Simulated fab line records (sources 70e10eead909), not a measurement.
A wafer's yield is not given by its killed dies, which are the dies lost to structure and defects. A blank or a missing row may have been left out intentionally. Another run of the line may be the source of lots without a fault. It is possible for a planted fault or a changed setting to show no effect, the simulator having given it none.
Chamber matching :: flow nandHarc :: NHARC_A_STAIRCASE_CMP_152 on cmp-02: 4 sister chambers
The step polishes. 8 wafers are shown with their chamber, then 8 later ones without.

WAFERS WITH THEIR CHAMBER
wafer: L086.1
chamber: 0
motorCurrentA (A): 9.9

wafer: L085.1
chamber: 3
motorCurrentA (A): 10.6

wafer: L085.4
chamber: 2
motorCurrentA (A): 11.4

wafer: L085.5
chamber: 1
motorCurrentA (A): 13.5

wafer: L088.1
chamber: 3
motorCurrentA (A): 10.5

wafer: L088.3
chamber: 2
motorCurrentA (A): 11.2

wafer: L088.4
chamber: 1
motorCurrentA (A): 13.6

wafer: L090.1
chamber: 0
motorCurrentA (A): 10.0

WAFERS WHOSE CHAMBER IS MISSING
wafer: L090.3
motorCurrentA (A): 13.5

wafer: L090.4
motorCurrentA (A): 12.0

wafer: L089.1
motorCurrentA (A): 13.5

wafer: L089.2
motorCurrentA (A): 12.0

wafer: L089.3
motorCurrentA (A): 9.9

wafer: L097.1
motorCurrentA (A): 9.5

wafer: L097.5
motorCurrentA (A): 10.6

wafer: L097.6
motorCurrentA (A): 12.0

THE CHAMBER EACH PASSED THROUGH
wafer: L090.3
from the rows above: 1
in truth: 1

wafer: L090.4
from the rows above: 2
in truth: 2

wafer: L089.1
from the rows above: 1
in truth: 1

wafer: L089.2
from the rows above: 2
in truth: 2

wafer: L089.3
from the rows above: 0
in truth: 0

wafer: L097.1
from the rows above: 0
in truth: 0

wafer: L097.5
from the rows above: 3
in truth: 3

wafer: L097.6
from the rows above: 2
in truth: 2
8 of 8 placed correctly. Number that these rows cannot place: 0. Number placed wrongly: 0.
How it was worked out, from the rows above alone: a wafer's distance from a chamber is the root of the sum, over the readings, of the square of ((its reading less the chamber's mean) divided by the reading's scatter). The wafer belongs to the nearest chamber; if the next one is less than 2 further off, it can't be placed. A chamber's mean is the mean of its shown wafers. The scatter: the root of (the sum of the squares of (reading less its chamber's mean) over the shown wafers, divided by (wafers less chambers)).
